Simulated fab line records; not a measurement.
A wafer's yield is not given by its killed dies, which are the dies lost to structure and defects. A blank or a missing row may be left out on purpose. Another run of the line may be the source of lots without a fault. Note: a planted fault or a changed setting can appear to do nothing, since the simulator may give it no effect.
Which tool is to blame? || flow nandHarc || 6 lots, 18 wafers sampled, at 5 steps of a route of 1302

== WHAT THE GAUGES READ, wafer by wafer ==
NHARC_END_SORT_01.
{"lot": "L776", "measured": "day 25 16:57", "on": "prober-01", "killedShort": "1 1 2"}
{"lot": "L791", "measured": "day 30 20:00", "on": "prober-02", "killedShort": "1 1 2"}
{"lot": "L788", "measured": "day 31 09:17", "on": "prober-02", "killedShort": "2 6 1"}

== TOOL THAT RAN EACH LOT (tool first, then ch and the chambers of the sampled wafers, then the start) ==
{"lot": "L776", "NHARC_A_CONTACT_ETCH_111": "harCapEtch-01 ch 0,1, day 22 20:28", "NHARC_A_CONTACT_ETCH_113": "harCapEtch-01 ch 0,1, day 22 20:50", "NHARC_A_CONTACT_ETCH_116": "harCapEtch-01 ch 0,1, day 22 21:20", "NHARC_A_CONTACT_ETCH_117": "harCapEtch-01 ch 0,1, day 22 21:31"}
{"lot": "L777", "NHARC_A_CONTACT_ETCH_111": "harCapEtch-02 ch 0,1, day 23 06:20", "NHARC_A_CONTACT_ETCH_113": "harCapEtch-02 ch 0,1, day 23 06:42", "NHARC_A_CONTACT_ETCH_116": "harCapEtch-02 ch 0,1, day 23 07:13", "NHARC_A_CONTACT_ETCH_117": "harCapEtch-02 ch 0,1, day 23 07:23"}
{"lot": "L782", "NHARC_A_CONTACT_ETCH_111": "harCapEtch-03 ch 0,1, day 24 16:40", "NHARC_A_CONTACT_ETCH_113": "harCapEtch-03 ch 0,1, day 24 17:01", "NHARC_A_CONTACT_ETCH_116": "harCapEtch-03 ch 0,1, day 24 17:32", "NHARC_A_CONTACT_ETCH_117": "harCapEtch-03 ch 0,1, day 24 17:42"}
{"lot": "L791", "NHARC_A_CONTACT_ETCH_111": "harCapEtch-02 ch 0,1, day 27 21:03", "NHARC_A_CONTACT_ETCH_113": "harCapEtch-02 ch 0,1, day 27 21:25", "NHARC_A_CONTACT_ETCH_116": "harCapEtch-02 ch 0,1, day 27 21:56", "NHARC_A_CONTACT_ETCH_117": "harCapEtch-02 ch 0,1, day 27 22:06"}
{"lot": "L788", "NHARC_A_CONTACT_ETCH_111": "harCapEtch-01 ch 0,1, day 27 23:52", "NHARC_A_CONTACT_ETCH_113": "harCapEtch-01 ch 0,1, day 28 00:14", "NHARC_A_CONTACT_ETCH_116": "harCapEtch-01 ch 0,1, day 28 00:45", "NHARC_A_CONTACT_ETCH_117": "harCapEtch-01 ch 0,1, day 28 00:55"}
{"lot": "L796", "NHARC_A_CONTACT_ETCH_111": "harCapEtch-01 ch 0,1, day 30 20:05", "NHARC_A_CONTACT_ETCH_113": "harCapEtch-01 ch 0,1, day 30 20:27", "NHARC_A_CONTACT_ETCH_116": "harCapEtch-01 ch 0,1, day 30 21:14", "NHARC_A_CONTACT_ETCH_117": "harCapEtch-01 ch 0,1, day 30 21:24"}
- NHARC_A_CONTACT_ETCH_111: etches the open film in C4F8/O2/Ar, time 140 s, target depth 700 nm.
- NHARC_A_CONTACT_ETCH_113: etches the open film in C4F8/O2/Ar, time 190 s, target depth 1850 nm.
- NHARC_A_CONTACT_ETCH_116: etches the open film in C4F8/O2/Ar, time 190 s, target depth 1850 nm.
- NHARC_A_CONTACT_ETCH_117: etches the open film in C4F8/O2/Ar, time 190 s, target depth 1850 nm.

== THE ANSWER, worked out from the rows above alone ==
Rule: the usual values come from the lots themselves. The widest of any qualifying gaps counts: lots, ordered by their means at a reading, are off when they make up no more than a third of the lots, leave a main group of 4 or more, and stand apart from it by 3 or more times the standard deviation of that group's means. A main group is skipped when, at the precision printed for the reading in the tables above, its means are all equal. Also off: a lot with no number at a reading for which 4 or more lots have one. Any other lot the step has rows for is counted as sound.
Nothing can be told from this: no lot is off at any reading shown.

== WHAT THE SIMULATOR HAD INSERTED ==
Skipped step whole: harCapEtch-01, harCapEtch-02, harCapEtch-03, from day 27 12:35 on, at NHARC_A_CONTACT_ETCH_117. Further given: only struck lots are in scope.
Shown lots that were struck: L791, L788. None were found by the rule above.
